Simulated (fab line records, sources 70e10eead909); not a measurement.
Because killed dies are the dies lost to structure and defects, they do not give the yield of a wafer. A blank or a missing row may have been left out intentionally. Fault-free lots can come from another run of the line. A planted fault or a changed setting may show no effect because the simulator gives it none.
Chamber matching | flow nand harc | rie diel-11 running NHARC_P_GATE_DESCUM_61: 4 sister chambers
The step chemistry O2, time 3 s. 14 wafers are shown with their chamber, then 7 later ones without.

## WAFERS WITH THEIR CHAMBER
wafer  | chamber | showerhead plenum p Torr (Torr) | drypump motor current A (A) | oes product au (a.u.)
L079.2 | 3       | 2.07                            | 5.5                         | 1.005
L079.3 | 1       | 1.88                            | 6.2                         | 1.020
L079.6 | 0       | 1.91                            | 5.3                         | 1.011
L084.1 | 3       | 2.07                            | 5.5                         | 0.999
L084.4 | 2       | 2.04                            | 6.4                         | 1.012
L084.5 | 3       | 2.07                            | 5.5                         | 0.994
L085.1 | 3       | 2.07                            | 5.5                         | 1.006
L085.2 | 1       | 1.88                            | 6.1                         | 1.023
L085.3 | 2       | 2.04                            | 6.4                         | 1.029
L090.1 | 2       | 2.04                            | 6.4                         | 1.019
L090.4 | 1       | 1.87                            | 6.2                         | 1.011
L090.5 | 1       | 1.87                            | 6.2                         | 1.009
L091.2 | 1       | 1.87                            | 6.2                         | 1.005
L091.3 | 3       | 2.06                            | 5.6                         | 0.995

SIGNATURES, as means of the wafers listed above
reading                  | chamber 0 | chamber 1 | chamber 2 | chamber 3 | scatter within a chamber
showerhead plenum p Torr | 1.9100    | 1.8740    | 2.0400    | 2.0680    | 0.00447
drypump motor current A  | 5.300     | 6.180     | 6.400     | 5.520     | 0.04
oes product au           | 1.01100   | 1.01360   | 1.02000   | 0.99980   | 0.00707
Rule: for a wafer and a chamber, the distance is found by dividing, reading by reading, the gap between the wafer's reading and the chamber's mean by the reading's scatter, squaring, summing and taking the root. If the next closest chamber is less than 2 further off than the closest, the wafer can't be placed; otherwise it belongs to the closest. The scatter is the square root of a quotient: the sum, over the shown wafers, of each reading's squared deviation from its chamber's mean, divided by wafers minus chambers.

## WAFERS WITH NO CHAMBER GIVEN
wafer  | showerhead plenum p Torr (Torr) | drypump motor current A (A) | oes product au (a.u.)
L091.5 | 2.07                            | 5.5                         | 0.999
L095.1 | 2.06                            | 5.5                         | 1.003
L095.3 | 1.87                            | 6.1                         | 1.004
L095.6 | 1.91                            | 5.3                         | 1.012
L096.2 | 1.91                            | 5.3                         | 0.999
L096.3 | 1.87                            | 6.2                         | 0.992
L096.6 | 1.91                            | 5.3                         | 0.993

## CHAMBER TAKEN BY EACH
wafer  | from the rows above | in truth
L091.5 | 3                   | 3
L095.1 | 3                   | 3
L095.3 | 1                   | 1
L095.6 | 0                   | 0
L096.2 | 0                   | 0
L096.3 | 1                   | 1
L096.6 | 0                   | 0
7 of 7 placed correctly. Can't be placed from these rows: 0. Wrongly placed: 0.
